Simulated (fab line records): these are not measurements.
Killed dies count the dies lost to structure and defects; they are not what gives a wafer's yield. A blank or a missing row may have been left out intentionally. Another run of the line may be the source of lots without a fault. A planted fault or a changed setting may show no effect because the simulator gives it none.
Chamber matching :: flow n5Finfet :: N5_BEOL_M13_ILD_DEP_00 on pecvd-03 has 3 sister chambers
The step deposits SiOC from DEMS/O2, target thk 837.92 nm, time 166.4 s. 16 wafers are shown with their chamber, then 8 later ones without.

WAFERS WITH THEIR CHAMBER
wafer: L077.3
chamber: 0
throttleValvePct (%): 13.3
heaterPowerW (W): 527
showerheadPlenumPTorr (Torr): 5.720

wafer: L077.5
chamber: 0
throttleValvePct (%): 13.2
heaterPowerW (W): 524
showerheadPlenumPTorr (Torr): 5.713

wafer: L077.6
chamber: 1
throttleValvePct (%): 11.0
heaterPowerW (W): 411
showerheadPlenumPTorr (Torr): 5.726

wafer: L080.1
chamber: 1
throttleValvePct (%): 11.0
heaterPowerW (W): 427
showerheadPlenumPTorr (Torr): 5.702

wafer: L080.3
chamber: 0
throttleValvePct (%): 13.0
heaterPowerW (W): 488
showerheadPlenumPTorr (Torr): 5.722

wafer: L080.5
chamber: 0
throttleValvePct (%): 13.0
heaterPowerW (W): 535
showerheadPlenumPTorr (Torr): 5.731

wafer: L082.2
chamber: 0
throttleValvePct (%): 13.2
heaterPowerW (W): 526
showerheadPlenumPTorr (Torr): 5.713

wafer: L082.3
chamber: 1
throttleValvePct (%): 11.4
heaterPowerW (W): 452
showerheadPlenumPTorr (Torr): 5.696

wafer: L082.5
chamber: 1
throttleValvePct (%): 11.5
heaterPowerW (W): 358
showerheadPlenumPTorr (Torr): 5.697

wafer: L084.1
chamber: 2
throttleValvePct (%): 11.5
heaterPowerW (W): 397
showerheadPlenumPTorr (Torr): 5.693

wafer: L084.2
chamber: 0
throttleValvePct (%): 13.3
heaterPowerW (W): 526
showerheadPlenumPTorr (Torr): 5.724

wafer: L084.4
chamber: 2
throttleValvePct (%): 12.0
heaterPowerW (W): 419
showerheadPlenumPTorr (Torr): 5.681

wafer: L085.2
chamber: 0
throttleValvePct (%): 13.2
heaterPowerW (W): 516
showerheadPlenumPTorr (Torr): 5.730

wafer: L085.3
chamber: 1
throttleValvePct (%): 11.4
heaterPowerW (W): 421
showerheadPlenumPTorr (Torr): 5.715

wafer: L085.5
chamber: 1
throttleValvePct (%): 11.2
heaterPowerW (W): 455
showerheadPlenumPTorr (Torr): 5.713

wafer: L090.1
chamber: 0
throttleValvePct (%): 13.1
heaterPowerW (W): 534
showerheadPlenumPTorr (Torr): 5.729

SIGNATURES (means of the wafers above)
reading: throttleValvePct
chamber 0: 13.162
chamber 1: 11.250
chamber 2: 11.750
scatter within a chamber: 0.188

reading: heaterPowerW
chamber 0: 522.00
chamber 1: 420.67
chamber 2: 408.00
scatter within a chamber: 24.9

reading: showerheadPlenumPTorr
chamber 0: 5.72275
chamber 1: 5.70817
chamber 2: 5.68700
scatter within a chamber: 0.00932
Rule: a wafer's distance from a chamber is the root of the sum, over the readings, of the square of ((its reading less the chamber's mean) divided by the reading's scatter). The wafer belongs to the nearest chamber; if the next one is less than 2 further off, it can't be placed. The scatter is the square root of a quotient: the sum, over the shown wafers, of each reading's squared deviation from its chamber's mean, divided by wafers minus chambers.

WAFERS WITHOUT THEIR CHAMBER
wafer: L090.2
throttleValvePct (%): 11.3
heaterPowerW (W): 422
showerheadPlenumPTorr (Torr): 5.698

wafer: L090.6
throttleValvePct (%): 13.1
heaterPowerW (W): 447
showerheadPlenumPTorr (Torr): 5.733

wafer: L094.1
throttleValvePct (%): 11.9
heaterPowerW (W): 407
showerheadPlenumPTorr (Torr): 5.690

wafer: L094.5
throttleValvePct (%): 11.6
heaterPowerW (W): 327
showerheadPlenumPTorr (Torr): 5.674

wafer: L094.6
throttleValvePct (%): 13.2
heaterPowerW (W): 511
showerheadPlenumPTorr (Torr): 5.715

wafer: L097.1
throttleValvePct (%): 11.8
heaterPowerW (W): 409
showerheadPlenumPTorr (Torr): 5.696

wafer: L097.3
throttleValvePct (%): 11.3
heaterPowerW (W): 376
showerheadPlenumPTorr (Torr): 5.695

wafer: L097.5
throttleValvePct (%): 11.0
heaterPowerW (W): 422
showerheadPlenumPTorr (Torr): 5.703

THE CHAMBER EACH PASSED THROUGH
wafer: L090.2
from the rows above: can't be placed: 1 or 2
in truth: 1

wafer: L090.6
from the rows above: 0
in truth: 0

wafer: L094.1
from the rows above: 2
in truth: 2

wafer: L094.5
from the rows above: can't be placed: 2 or 1
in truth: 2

wafer: L094.6
from the rows above: 0
in truth: 0

wafer: L097.1
from the rows above: 2
in truth: 2

wafer: L097.3
from the rows above: can't be placed: 1 or 2
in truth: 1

wafer: L097.5
from the rows above: 1
in truth: 1
Placed correctly: 5 of 8. From these rows, 3 cannot be placed; in 3 the true chamber is one of the candidates. Number placed wrongly: 0.
